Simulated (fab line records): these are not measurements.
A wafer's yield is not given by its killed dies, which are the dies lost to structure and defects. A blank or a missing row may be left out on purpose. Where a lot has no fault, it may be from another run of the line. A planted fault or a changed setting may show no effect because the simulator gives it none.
Which tool did it? -- flow nand-harc -- 6 lots, 17 wafers sampled, at 1 step of a route of 1159

== WHAT THE GAUGES READ, wafer by wafer ==
NHARC_A_CHANNEL_HOLE_D1_OVL_MEAS_11.
lot,measured,on,overlay-x-nm (nm)
L683,day 8 08:56,overlay-01,-1.2 -0.8 -0.8
L690,day 10 06:01,overlay-01,0.6 0.5
L695,day 11 14:55,overlay-01,0.2 0.2 0.1
L697,day 12 04:55,overlay-02,-0.1 -0.9 -0.6
L701,day 12 16:10,overlay-01,-0.1 -0.3 -0.3
L702,day 13 05:56,overlay-02,-1.4 -1.1 -0.9

== EACH LOT AND THE TOOL THAT RAN IT (in order: tool; ch and the chambers of the sampled wafers; start) ==
There is no process step in the record ahead of these readings.

== THE ANSWER, worked out from the rows above alone ==
Rule: usual is defined by the lots themselves. Put in order of their means at a reading, lots are off if they are a third of the lots or fewer, leave a main group of 4 or more, and stand apart from it by a gap of 3 or more times the standard deviation of the main group's means; of several such gaps the widest counts. Not used: any main group whose means are identical at the precision the tables above print for the reading. Also off: a lot with no number at a reading for which 4 or more lots have one. Where the step has rows for the other lots, those lots are counted as sound.
None of the lots is off at any reading shown; this tells nothing.

== WHAT THE SIMULATOR PUT IN ==
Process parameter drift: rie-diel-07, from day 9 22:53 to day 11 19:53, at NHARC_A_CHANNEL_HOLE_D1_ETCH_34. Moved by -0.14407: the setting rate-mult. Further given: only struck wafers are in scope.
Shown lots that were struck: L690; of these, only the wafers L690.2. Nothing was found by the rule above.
